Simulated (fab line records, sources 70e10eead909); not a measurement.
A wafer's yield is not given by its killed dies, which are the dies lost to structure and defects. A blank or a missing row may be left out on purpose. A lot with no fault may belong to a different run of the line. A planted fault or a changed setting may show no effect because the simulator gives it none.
fab line records ; flow nand_harc
record: lots: 5; wafers: 15; last_day: 32
route steps=1302 shown A_CONTACT@1090
lots that met no fault: from a run of the same line without faults
start_h: hours from the record's opening day to when the first of the lot's shown wafers began ; wait_h: hours from the lot's prior step to this one ; " same as the row above ; L1.1+2: one row covering several wafers at once ; - value missing, or start not given ; * or withheld: withheld ; < > ~ a bound
route shown NAME@n: a module of which the file shows steps, and the number in the route of the first ; usual: average and standard deviation across the fault-free wafers ; same: alike in all rows ; chamber/n: place in a boat ; sites: per-site readings ; _std_site: the standard deviation of these ; _edge_site: mean of outer sites minus mean of inner sites ; radius_mm: how far each site lies from the wafer's centre ; mask NAME#n: copy n ; behind: the last tool/chamber to shape the wafer ; hold: why the lot went on hold/how many hours it stayed there/how the hold came to an end ; device: the n, p or np transistor that did not switch ; end of line: the same wafers' tests at the end of the route ; for a step that has no rows: nothing shown but its recipe ; killed: count of dies lost to structure and defects at first sort (not the wafer's yield) ; map: shows each die of a wafer: x if killed, . if not, _ if none is there
set.NAME: the setting the step ran with; set.NAME@STEP: the setting that earlier step ran with ; model.NAME: the simulator's own value behind a step, which no gauge read
a table for each step, a row for each wafer; lots at some steps of the route
services: when a tool's chamber went out of use (start_h, in hours from the record's first day, below 0 if earlier), for how many hours, and the reason
== steps ==
step: NHARC_A_CONTACT_ETCH_138
recipe: source_w: withheld; pressure_mtorr: 20; bias_v: 1200; time_s: 311; target_depth_a: 19140; ar_flow_sccm: withheld; c4f8_flow_sccm: withheld; o2_flow_sccm: withheld; chemistry: C4F8/O2/Ar
step: NHARC_A_CONTACT_ETCH_139
recipe: source_w: withheld; pressure_mtorr: 20; bias_v: 400; time_s: 195; target_depth_a: 8400; ar_flow_sccm: withheld; c4f8_flow_sccm: 11.5; o2_flow_sccm: 7.2; chemistry: C4F8/O2/Ar
lot.wafer;tool;chamber;start_h;wait_h;rf_hours_counter_h
L146.2;har_cap_etch-01;0;541.05;0.2;7
L146.3;har_cap_etch-01;1;541.05;0.2;-
L146.4;har_cap_etch-01;0;541.05;0.2;-
L149.1;har_cap_etch-01;1;554.73;0.2;8
L149.2;har_cap_etch-01;0;554.73;0.2;8
L149.4;har_cap_etch-01;0;554.73;0.2;-
L158.2;har_cap_etch-03;1;646.81;0.2;73
L158.1;har_cap_etch-03;0;646.81;0.2;73
L158.6;har_cap_etch-03;1;646.81;0.2;-
L159.2;har_cap_etch-03;0;685.13;0.2;77
L159.3;har_cap_etch-03;1;685.13;0.2;-
L159.4;har_cap_etch-03;0;685.13;0.2;-
L163.1;har_cap_etch-03;1;705.28;0.2;81
L163.4;har_cap_etch-03;1;705.28;0.2;-
L163.3;har_cap_etch-03;0;705.28;0.2;-
step: NHARC_A_CONTACT_ETCH_92
recipe: target_depth_a: 400; over_etch_frac: 0.5; time_s: 85.7; ion_energy_ev: 120; ch3f_flow_sccm: 50; o2_flow_sccm: 30; ar_flow_sccm: 200; rf_w: 500; bias_w: 100; chemistry: CH3F/O2
usual: drypump_motor_current_A: 5.6/0.31; oes_product_au: 0.95/0.033; rf_vpp_V: 245.3/1.5; showerhead_plenum_p_Torr: 2.53/0.092; throttle_valve_pct: 20.663/0.009
lot.wafer;tool;chamber;start_h;wait_h;drypump_motor_current_A;oes_product_au;rf_hours_counter_h;rf_vpp_V;showerhead_plenum_p_Torr;throttle_valve_pct
L146.2;rie_diel-03;0;541.57;0.5;5.3;0.94;19;244.2;2.38;20.678
L146.3;rie_diel-03;2;541.57;0.5;4.8;0.92;29;243.1;2.39;20.668
L146.4;rie_diel-03;3;541.57;0.5;5.7;0.94;26;247.9;2.63;20.652
L149.1;rie_diel-03;2;555.31;0.5;4.8;0.93;35;243.0;2.39;20.646
L149.2;rie_diel-03;0;555.31;0.5;5.3;0.95;28;244.3;2.38;20.660
L149.4;rie_diel-03;0;555.31;0.5;5.3;0.95;-;243.1;2.38;20.655
L158.2;rie_diel-12;0;647.38;0.5;5.6;0.93;3;245.9;2.65;20.647
L158.1;rie_diel-12;1;647.38;0.5;6.0;0.93;3;243.5;2.48;20.674
L158.6;rie_diel-12;3;647.38;0.5;5.4;0.92;-;244.9;2.56;20.666
L159.3;rie_diel-12;2;685.66;0.4;5.8;0.94;7;245.7;2.59;20.676
L159.2;rie_diel-12;1;685.66;0.4;6.0;0.93;8;243.5;2.48;20.637
L159.4;rie_diel-12;1;685.66;0.4;6.0;0.92;-;244.7;2.48;20.655
L163.4;rie_diel-08;3;705.84;0.4;5.0;0.93;52;243.9;2.46;20.639
L163.3;rie_diel-08;0;705.84;0.4;5.6;0.93;49;244.3;2.46;20.658
L163.1;rie_diel-08;2;705.84;0.4;5.7;0.93;51;243.7;2.30;20.661
step: NHARC_A_CONTACT_ETCH_98
recipe: target_depth_a: 200; over_etch_frac: 0.5; time_s: 10; ion_energy_ev: 250; c4f6_flow_sccm: 25; o2_flow_sccm: 20; ar_flow_sccm: 500; rf_w: 600; bias_w: 500; chemistry: C4F6/O2
usual: drypump_motor_current_A: 5.6/0.31; oes_product_au: 0.965/0.026; rf_vpp_V: 549.2/2.7; showerhead_plenum_p_Torr: 4.04/0.14; throttle_valve_pct: 26.903/0.0087
lot.wafer;tool;chamber;start_h;wait_h;drypump_motor_current_A;oes_product_au;rf_hours_counter_h;rf_vpp_V;showerhead_plenum_p_Torr;throttle_valve_pct
L146.4;rie_diel-03;3;-;-;5.7;0.955;26;551.4;4.17;26.907
L146.3;rie_diel-03;0;-;-;5.3;0.968;19;545.6;3.80;26.909
L146.2;rie_diel-03;1;-;-;6.2;0.954;29;545.3;3.85;26.910
L149.1;rie_diel-03;0;555.48;0.2;5.3;0.983;28;544.7;3.80;26.912
L149.2;rie_diel-03;2;555.48;0.2;4.8;0.962;35;544.4;3.81;26.914
L149.4;rie_diel-03;3;555.48;0.2;5.7;0.970;-;552.1;4.17;26.893
L158.1;rie_diel-12;2;-;-;5.8;0.965;1;550.8;4.12;26.901
L158.2;rie_diel-12;1;-;-;6.0;0.959;3;546.6;3.96;26.905
L158.6;rie_diel-12;2;-;-;5.8;0.956;-;551.2;4.12;26.906
L159.2;rie_diel-12;2;685.85;0.1;5.8;0.968;7;552.6;4.11;26.907
L159.3;rie_diel-12;1;685.85;0.1;6.0;0.958;8;547.8;3.95;26.910
L159.4;rie_diel-12;2;685.85;0.1;5.8;0.978;-;550.6;4.11;26.893
L163.4;rie_diel-08;2;-;-;5.7;0.942;51;541.6;3.69;26.903
L163.1;rie_diel-08;3;-;-;5.0;0.951;52;547.6;3.93;26.902
L163.3;rie_diel-08;0;-;-;5.6;0.957;49;546.5;3.93;26.896
step: NHARC_A_CONTACT_CD_MEAS_15
usual: cd_nm: 189.9/0.62
lot.wafer;tool;chamber;start_h;wait_h;cd_nm
L146.2;cd_sem-02;-;541.79;-;188.4
L146.3;cd_sem-02;-;541.79;-;188.6
L146.4;cd_sem-02;-;541.79;-;188.8
L149.1;cd_sem-01;-;555.56;-;190.5
L149.2;cd_sem-01;-;555.56;-;190.4
L149.4;cd_sem-01;-;555.56;-;190.5
L158.1;cd_sem-02;-;647.59;-;189.6
L158.2;cd_sem-02;-;647.59;-;190.4
L158.6;cd_sem-02;-;647.59;-;189.8
L159.2;cd_sem-02;-;685.94;-;190.1
L159.3;cd_sem-02;-;685.94;-;190.2
L159.4;cd_sem-02;-;685.94;-;190.1
L163.1;cd_sem-02;-;706.06;-;190.5
L163.3;cd_sem-02;-;706.06;-;190.3
L163.4;cd_sem-02;-;706.06;-;191.0
step: NHARC_A_CONTACT_STRIP_107
recipe: n2_flow_sccm: 150; h2_flow_sccm: 150; ar_flow_sccm: 0; bias_w: 0; chemistry: N2/H2
step: NHARC_A_CONTACT_STRIP_108
recipe: cf4_flow_sccm: 100; chf3_flow_sccm: 30; ar_flow_sccm: 0; bias_w: 0; chemistry: CF4/CHF3
step: NHARC_A_CONTACT_STRIP_109
recipe: o2_flow_sccm: 400; cos_flow_sccm: 20; ar_flow_sccm: 0; bias_w: 0; chemistry: O2/COS
step: NHARC_A_CONTACT_ETCH_110
recipe: target_depth_a: 600; overetch_a: 60; time_s: 33; ion_energy_ev: 100; cf4_flow_sccm: 80; o2_flow_sccm: 20; ar_flow_sccm: 0; rf_w: 300; bias_w: 100; chemistry: CF4/O2
step: NHARC_A_CONTACT_STRIP_26
recipe: o2_flow_sccm: 500; ar_flow_sccm: 0; bias_w: 0; chemistry: O2
usual: drypump_motor_current_A: 5.6/0.38; oes_product_au: 1.006/0.011; rf_vpp_V: 57.8/0.86; showerhead_plenum_p_Torr: 3.57/0.15; throttle_valve_pct: 17.035/0.0088
lot.wafer;tool;chamber;start_h;wait_h;drypump_motor_current_A;oes_product_au;rf_hours_counter_h;rf_vpp_V;showerhead_plenum_p_Torr;throttle_valve_pct
L146.2;rie_diel-03;3;-;-;5.7;1.019;26;57.9;3.76;17.038
L146.3;rie_diel-03;0;-;-;5.3;1.022;19;58.6;3.42;17.048
L146.4;rie_diel-03;2;-;-;4.8;0.999;29;56.7;3.43;17.029
L149.4;rie_diel-12;2;-;-;5.8;1.013;17;59.1;3.72;17.037
L149.2;rie_diel-12;0;-;-;5.6;0.992;20;58.4;3.80;17.030
L149.1;rie_diel-12;1;-;-;6.1;1.002;19;57.3;3.57;17.033
L158.1;rie_diel-03;0;-;-;5.3;1.016;0;58.1;3.40;17.034
L158.2;rie_diel-03;1;-;-;6.1;1.018;1;58.5;3.44;17.054
L158.6;rie_diel-03;3;-;-;5.7;1.013;-;59.2;3.74;17.046
L159.2;rie_diel-03;2;-;-;4.8;1.011;13;57.7;3.41;17.034
L159.3;rie_diel-03;3;-;-;5.7;1.012;10;58.3;3.73;17.040
L159.4;rie_diel-03;0;-;-;5.3;1.024;11;57.6;3.39;17.030
L163.1;rie_diel-12;0;-;-;5.6;1.020;9;58.0;3.78;17.022
L163.3;rie_diel-12;2;-;-;5.8;1.014;12;58.5;3.70;17.044
L163.4;rie_diel-12;3;-;-;5.4;1.007;14;56.6;3.67;17.041
step: NHARC_A_CONTACT_STRIP_27
recipe: time_s: 600; temp_c: 30; chemistry: post_etch_residue_remover
step: NHARC_A_CONTACT_ALD_18
recipe: target_thk_a: 30; pulse_time_s: 1; ald_cycles: 150; temp_c: 450; material: TiN
usual: heater_power_outer_w: 692/66; heater_power_w: 1100/94; precursor_pulse_height_rel: 1.002/0.021
lot.wafer;tool;chamber;start_h;wait_h;heater_power_outer_w;heater_power_w;precursor_pulse_height_rel
L146.3;ald_metal-04;2;543.19;-;621;965;1.032
L146.4;ald_metal-04;0;543.19;-;652;1190;1.011
L146.2;ald_metal-04;1;543.19;-;734;1075;1.040
L149.1;ald_metal-04;0;556.51;-;643;1203;1.051
L149.2;ald_metal-04;1;556.51;-;738;1049;0.984
L149.4;ald_metal-04;3;556.51;-;701;1029;0.994
L158.2;ald_metal-03;3;648.53;-;751;1143;0.998
L158.1;ald_metal-03;0;648.53;-;799;1227;0.983
L158.6;ald_metal-03;3;648.53;-;737;1200;1.002
L159.3;ald_metal-01;3;687.06;-;735;1171;1.026
L159.2;ald_metal-01;1;687.06;-;681;1121;0.982
L159.4;ald_metal-01;2;687.06;-;586;943;1.005
L163.4;ald_metal-04;1;707.01;-;746;1107;1.027
L163.3;ald_metal-04;2;707.01;-;640;1021;0.971
L163.1;ald_metal-04;3;707.01;-;678;1030;1.016
step: NHARC_A_CONTACT_CVD_19
recipe: target_thk_a: 3000; temp_c: 300; pressure_torr: 40; wf6_flow_sccm: 40; h2_flow_sccm: 1600; ar_flow_sccm: 1560; time_s: 802; material: W
usual: heater_power_outer_w: 265/20; heater_power_w: 480/28; throttle_valve_pct: 8.0/0.31
lot.wafer;tool;chamber;start_h;wait_h;heater_power_outer_w;heater_power_w;throttle_valve_pct
L146.2;cvd_w-02;0;543.55;-;262;446;8.1
L146.4;cvd_w-02;1;543.55;-;242;458;8.7
L146.3;cvd_w-02;0;543.55;-;256;453;8.1
L149.1;cvd_w-02;0;556.71;-;269;453;8.1
L149.2;cvd_w-02;1;556.71;-;237;456;8.6
L149.4;cvd_w-02;0;556.71;-;258;465;8.1
L158.1;cvd_w-02;0;648.73;-;262;448;8.3
L158.2;cvd_w-02;1;648.73;-;239;444;8.0
L158.6;cvd_w-02;1;648.73;-;241;460;8.1
L159.2;cvd_w-01;0;687.43;-;271;518;7.6
L159.3;cvd_w-01;1;687.43;-;291;496;7.6
L159.4;cvd_w-01;0;687.43;-;267;514;8.1
L163.1;cvd_w-02;0;707.29;-;258;448;8.2
L163.3;cvd_w-02;0;707.29;-;262;448;8.1
L163.4;cvd_w-02;1;707.29;-;239;454;8.2
step: NHARC_A_CONTACT_CMP_20
recipe: t_overpolish_s: 30; target_thk_nm: 300
usual: motor_current_A: 11.6/0.79; overpolish_run_s: 30.001/0.0094; time_to_endpoint_s: 60/3.8
lot.wafer;tool;chamber;start_h;wait_h;motor_current_A;overpolish_run_s;time_to_endpoint_s
L146.4;cmp-01;1;544.31;0.5;11.7;30.013;60
L146.3;cmp-01;2;544.31;0.5;11.4;29.999;63
L146.2;cmp-01;3;544.31;0.5;11.8;30.005;52
L149.4;cmp-01;1;557.62;0.5;12.1;30.014;114
L149.2;cmp-01;2;557.62;0.5;11.1;29.991;62
L149.1;cmp-01;3;557.62;0.5;11.9;29.994;101
L158.1;cmp-04;2;649.61;0.8;12.6;30.005;64
L158.2;cmp-04;1;649.61;0.8;10.5;29.993;60
L158.6;cmp-04;3;649.61;0.8;10.1;29.999;57
L159.2;cmp-03;3;688.19;0.6;11.9;30.002;66
L159.3;cmp-03;1;688.19;0.6;11.2;30.007;63
L159.4;cmp-03;2;688.19;0.6;12.8;30.002;60
L163.4;cmp-03;1;708.19;0.4;10.8;29.998;63
L163.1;cmp-03;2;708.19;0.4;12.4;29.988;63
L163.3;cmp-03;0;708.19;0.4;12.4;30.004;62
== services ==
tool;chamber;start_h;hours;kind
cmp-04;-;522.24;0.9;repair
cmp-01;-;540.55;0.8;repair
rie_diel-08;1;542.38;3.7;repair
rie_diel-08;-;545.21;9.0;pm
cmp-03;-;554.00;4.0;pm
har_cap_etch-03;-;564.55;2.6;repair
rie_diel-12;1;577.49;3.9;repair
cmp-01;-;577.85;4.0;pm
rie_diel-12;3;581.30;1.6;repair
cvd_w-02;-;583.97;0.3;repair
cmp-01;-;594.65;2.9;repair
cmp-03;-;595.90;1.5;repair
rie_diel-12;-;622.40;9.0;pm
cvd_w-02;-;631.00;13.0;pm
rie_diel-03;-;635.56;9.0;pm
rie_diel-08;1;648.37;9.1;repair
rie_diel-08;-;650.22;0.5;repair
ald_metal-04;-;652.00;10.0;pm
cmp-03;-;652.00;4.0;pm
rie_diel-08;-;666.91;0.3;repair
rie_diel-12;0;673.93;16.8;repair
ald_metal-04;0;674.61;1.9;repair
cmp-01;-;675.85;4.0;pm
rie_diel-03;3;678.19;6.5;repair
== key ==
first_sign: step: NHARC_A_CONTACT_CMP_20; reading: time_to_endpoint_s; direction: up; sigmas: 12; usual: *; struck: *
effect none on later readings
met_at NHARC_A_CONTACT_CVD_19
struck_wafers L149.1,L149.4
tester_left_out L149
fault: kind: process_parameter_drift; tool: cvd_w-02; chamber: 0; onset_h: 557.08; steps: NHARC_A_CONTACT_CVD_19; channel: target_thk_a; offset: *; shape: step; end_h: 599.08; acts_in: *; stated: *
tester_left_out: of these lots the tester's yield and bins aren't shown, on N5 and GAA mostly nor the transistor test; their killed dies are dies lost to structure and defects alone, not to doping, threshold or leakage, so they don't give the yield
